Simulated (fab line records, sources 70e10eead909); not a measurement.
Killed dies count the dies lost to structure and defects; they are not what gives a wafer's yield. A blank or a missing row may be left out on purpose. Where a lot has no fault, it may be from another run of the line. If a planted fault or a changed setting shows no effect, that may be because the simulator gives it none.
The tool behind it: which one? / flow nand_harc / 6 lots with 18 wafers sampled at 4 steps, on a route of 1302 steps

WHAT THE GAUGES SHOWED, per wafer
NHARC_P_GATE_CD_MEAS_59 targets a cd of 720 nm.
lot=L165; measured=day 5 20:28; on=cd_sem-02; cd_nm (nm)=723.2 720.3 721.9
lot=L169; measured=day 7 09:19; on=cd_sem-03; cd_nm (nm)=719.8 716.1 719.3
lot=L171; measured=day 8 08:35; on=cd_sem-03; cd_nm (nm)=718.1 715.9 718.6
lot=L180; measured=day 11 22:08; on=cd_sem-02; cd_nm (nm)=717.4 718.8 719.9
lot=L184; measured=day 13 15:31; on=cd_sem-01; cd_nm (nm)=719.2 723.3 715.9
lot=L188; measured=day 15 01:08; on=cd_sem-01; cd_nm (nm)=722.3 719.3 720.5

TOOL THAT RAN EACH LOT (tool first, then ch and the chambers of the sampled wafers, then the start)
lot=L165; NHARC_P_GATE_DEP_103=pecvd-04 ch 0,2, day 5 05:56; NHARC_P_GATE_STRIP_111=plasma_asher-02 ch 0,1, day 5 19:20; NHARC_P_GATE_EXPOSE_56=krf_scanner-02 ch 0, day 5 20:19
lot=L169; NHARC_P_GATE_DEP_103=pecvd-02 ch 0,1,2, day 6 19:26; NHARC_P_GATE_STRIP_111=plasma_asher-01 ch 1, day 7 08:16; NHARC_P_GATE_EXPOSE_56=krf_scanner-02 ch 0, day 7 09:10
lot=L171; NHARC_P_GATE_DEP_103=pecvd-01 ch 0,1,2, day 7 18:01; NHARC_P_GATE_STRIP_111=plasma_asher-02 ch 0,1, day 8 07:22; NHARC_P_GATE_EXPOSE_56=krf_scanner-02 ch 0, day 8 08:26
lot=L180; NHARC_P_GATE_DEP_103=pecvd-01 ch 0,1,2, day 11 07:50; NHARC_P_GATE_STRIP_111=plasma_asher-02 ch 0,1, day 11 21:04; NHARC_P_GATE_EXPOSE_56=krf_scanner-01 ch 0, day 11 21:59
lot=L184; NHARC_P_GATE_DEP_103=pecvd-02 ch 0,1,2, day 12 22:56; NHARC_P_GATE_STRIP_111=plasma_asher-01 ch 0,1, day 13 14:18; NHARC_P_GATE_EXPOSE_56=krf_scanner-03 ch 0, day 13 15:22
lot=L188; NHARC_P_GATE_DEP_103=pecvd-02 ch 0,1, day 14 10:53; NHARC_P_GATE_STRIP_111=plasma_asher-01 ch 0,1, day 15 00:07; NHARC_P_GATE_EXPOSE_56=krf_scanner-02 ch 0, day 15 00:59
- NHARC_P_GATE_DEP_103: deposits SiON, target thk 30 nm.
- NHARC_P_GATE_STRIP_111: strips in N2/H2, time 250 s.
- NHARC_P_GATE_EXPOSE_56: exposes mask P PSD, target cd 720 nm.

THE ANSWER, worked out from the rows above alone
Rule: the lots themselves supply what counts as usual. Put in order of their means at a reading, lots are off if they are a third of the lots or fewer, leave a main group of 4 or more, and stand apart from it by a gap of 3 or more times the standard deviation of the main group's means; of several such gaps the widest counts. A main group is skipped when, at the precision printed for the reading in the tables above, its means are all equal. Also off: a lot with no number at a reading for which 4 or more lots have one. The other lots that the step has rows for count as sound.
No lot is off at any reading shown: from this, nothing can be told.

WHAT THE SIMULATOR HAD PUT IN
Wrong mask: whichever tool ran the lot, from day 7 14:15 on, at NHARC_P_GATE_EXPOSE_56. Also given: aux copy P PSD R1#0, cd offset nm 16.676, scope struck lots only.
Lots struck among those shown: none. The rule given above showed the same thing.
